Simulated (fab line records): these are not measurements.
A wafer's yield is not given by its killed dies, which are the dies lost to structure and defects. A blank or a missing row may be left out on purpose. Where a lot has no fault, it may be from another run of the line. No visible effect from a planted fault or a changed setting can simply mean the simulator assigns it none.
Split-lot experiment || flow n5Finfet || 21 wafers read across 7 lots, on a route 1938 steps long

== THE SPLIT ==
At N5_SD_EPI_N_ETCH_45 (etches SiOCN in CH3F/O2, target depth 6 nm), the setting targetDepthA was moved away from the recipe's 60 angstrom on 7 of the 21 wafers read, by -3.9% to +7.9%. This setting was run at the recipe's value on the other wafers.

Reading taken at the split's own step.

== THE READING ==
etch.depthNm (the simulator's own value, which no gauge read), in nm, at N5_SD_EPI_N_ETCH_45 (etches SiOCN in CH3F/O2, target depth 6 nm). The file gives no usual value for it. Here, 14 wafers ran the recipe; their average is 5.989 nm with a standard deviation of 0.082 nm.

{"wafer": "L078.1", "tool, chamber at the split": "rieDiel-03, 0", "targetDepthA as run, angstrom": 60, "against the recipe": "recipe", "etch.depthNm, nm": 5.892, "against lot-mates on the recipe": "-"}
{"wafer": "L078.2", "tool, chamber at the split": "rieDiel-03, 2", "targetDepthA as run, angstrom": 60, "against the recipe": "recipe", "etch.depthNm, nm": 5.809, "against lot-mates on the recipe": "-"}
{"wafer": "L078.4", "tool, chamber at the split": "rieDiel-03, 3", "targetDepthA as run, angstrom": 60, "against the recipe": "recipe", "etch.depthNm, nm": 5.978, "against lot-mates on the recipe": "-"}
{"wafer": "L079.4", "tool, chamber at the split": "rieDiel-04, 0", "targetDepthA as run, angstrom": 64.48, "against the recipe": "+7.5%", "etch.depthNm, nm": 6.403, "against lot-mates on the recipe": "+0.351"}
{"wafer": "L079.5", "tool, chamber at the split": "rieDiel-04, 3", "targetDepthA as run, angstrom": 64.48, "against the recipe": "+7.5%", "etch.depthNm, nm": 6.709, "against lot-mates on the recipe": "+0.657"}
{"wafer": "L079.6", "tool, chamber at the split": "rieDiel-04, 2", "targetDepthA as run, angstrom": 60, "against the recipe": "recipe", "etch.depthNm, nm": 6.052, "against lot-mates on the recipe": "-"}
{"wafer": "L080.2", "tool, chamber at the split": "rieDiel-03, 1", "targetDepthA as run, angstrom": 64.74, "against the recipe": "+7.9%", "etch.depthNm, nm": 6.401, "against lot-mates on the recipe": "+0.348"}
{"wafer": "L080.3", "tool, chamber at the split": "rieDiel-03, 3", "targetDepthA as run, angstrom": 60, "against the recipe": "recipe", "etch.depthNm, nm": 6.053, "against lot-mates on the recipe": "-"}
{"wafer": "L080.5", "tool, chamber at the split": "rieDiel-03, 1", "targetDepthA as run, angstrom": 64.74, "against the recipe": "+7.9%", "etch.depthNm, nm": 6.372, "against lot-mates on the recipe": "+0.319"}
{"wafer": "L081.1", "tool, chamber at the split": "rieDiel-04, 1", "targetDepthA as run, angstrom": 60, "against the recipe": "recipe", "etch.depthNm, nm": 6.136, "against lot-mates on the recipe": "-"}
{"wafer": "L081.2", "tool, chamber at the split": "rieDiel-04, 3", "targetDepthA as run, angstrom": 57.69, "against the recipe": "-3.9%", "etch.depthNm, nm": 5.965, "against lot-mates on the recipe": -0.131}
{"wafer": "L081.3", "tool, chamber at the split": "rieDiel-04, 2", "targetDepthA as run, angstrom": 60, "against the recipe": "recipe", "etch.depthNm, nm": 6.056, "against lot-mates on the recipe": "-"}
{"wafer": "L083.2", "tool, chamber at the split": "rieDiel-02, 1", "targetDepthA as run, angstrom": 60, "against the recipe": "recipe", "etch.depthNm, nm": 6.021, "against lot-mates on the recipe": "-"}
{"wafer": "L083.3", "tool, chamber at the split": "rieDiel-02, 0,3", "targetDepthA as run, angstrom": 63.59, "against the recipe": "+6.0%", "etch.depthNm, nm": 6.348, "against lot-mates on the recipe": "+0.327"}
{"wafer": "L083.4", "tool, chamber at the split": "rieDiel-02, 0,3", "targetDepthA as run, angstrom": 63.59, "against the recipe": "+6.0%", "etch.depthNm, nm": 6.348, "against lot-mates on the recipe": "+0.327"}
{"wafer": "L084.1", "tool, chamber at the split": "rieDiel-02, 3", "targetDepthA as run, angstrom": 60, "against the recipe": "recipe", "etch.depthNm, nm": 5.947, "against lot-mates on the recipe": "-"}
{"wafer": "L084.2", "tool, chamber at the split": "rieDiel-02, 1", "targetDepthA as run, angstrom": 60, "against the recipe": "recipe", "etch.depthNm, nm": 6.043, "against lot-mates on the recipe": "-"}
{"wafer": "L084.4", "tool, chamber at the split": "rieDiel-02, 0", "targetDepthA as run, angstrom": 60, "against the recipe": "recipe", "etch.depthNm, nm": 6.046, "against lot-mates on the recipe": "-"}
{"wafer": "L095.2", "tool, chamber at the split": "rieDiel-03, 3", "targetDepthA as run, angstrom": 60, "against the recipe": "recipe", "etch.depthNm, nm": 5.945, "against lot-mates on the recipe": "-"}
{"wafer": "L095.3", "tool, chamber at the split": "rieDiel-03, 1", "targetDepthA as run, angstrom": 60, "against the recipe": "recipe", "etch.depthNm, nm": 5.913, "against lot-mates on the recipe": "-"}
{"wafer": "L095.5", "tool, chamber at the split": "rieDiel-03, 0", "targetDepthA as run, angstrom": 60, "against the recipe": "recipe", "etch.depthNm, nm": 5.962, "against lot-mates on the recipe": "-"}
The file does not say which wafer passed through which chamber wherever a row lists several chambers: such a row stands for several wafers.

THE FIT
A straight line over all 21 wafers: etch.depthNm changes by +0.0569 nm for each +1% of targetDepthA; r = +0.89; the points scatter about the line by 0.11 nm.
The same after taking each lot's own level away (the mean of its wafers on the recipe; 21 wafers): +0.0524 nm for each +1%; r = +0.93; scatter 0.078 nm.
The reading moves by 0.41 nm for the largest change in targetDepthA, on that fit.
From 5.8930 to 6.0960 nm: that is the span of the lots' own levels, equal to 2.5 times the standard deviation above.
The two slopes are in agreement: the lot-to-lot level therefore moves the slope only a little.
Check: with one of the wafers moved furthest among these (+7.9%) left out of the fit, the line predicts +0.439 nm for it against its lot-mates. Against them it came out at +0.348 nm.

== OTHER SPLITS APPLIED TO THESE WAFERS ==
These wafers also went through other splits before the reading. Each is held against what the fit with the lots' levels taken away leaves over:
{"other split on the same wafers": "N5_ZERO_LAYER_EXPOSE_08 doseMj", "wafers away from the commonest value": 7, "r with etch.depthNm (lot level and that fit taken away)": "+0.21"}
{"other split on the same wafers": "N5_ZERO_LAYER_DEVELOP_10 developTimeS", "wafers away from the commonest value": 5, "r with etch.depthNm (lot level and that fit taken away)": "+0.15"}
{"other split on the same wafers": "N5_PMOS_HMC_CHANNEL_EPI_PEB_07 pebTempC", "wafers away from the commonest value": 5, "r with etch.depthNm (lot level and that fit taken away)": "+0.04"}
{"other split on the same wafers": "N5_PMOS_HMC_CHANNEL_EPI_DESCUM_14 timeS", "wafers away from the commonest value": 9, "r with etch.depthNm (lot level and that fit taken away)": -0.24}

== FILE'S OWN FIT ==
etch.depthNm changes by +0.0525 nm for each +1% of targetDepthA, r = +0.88.
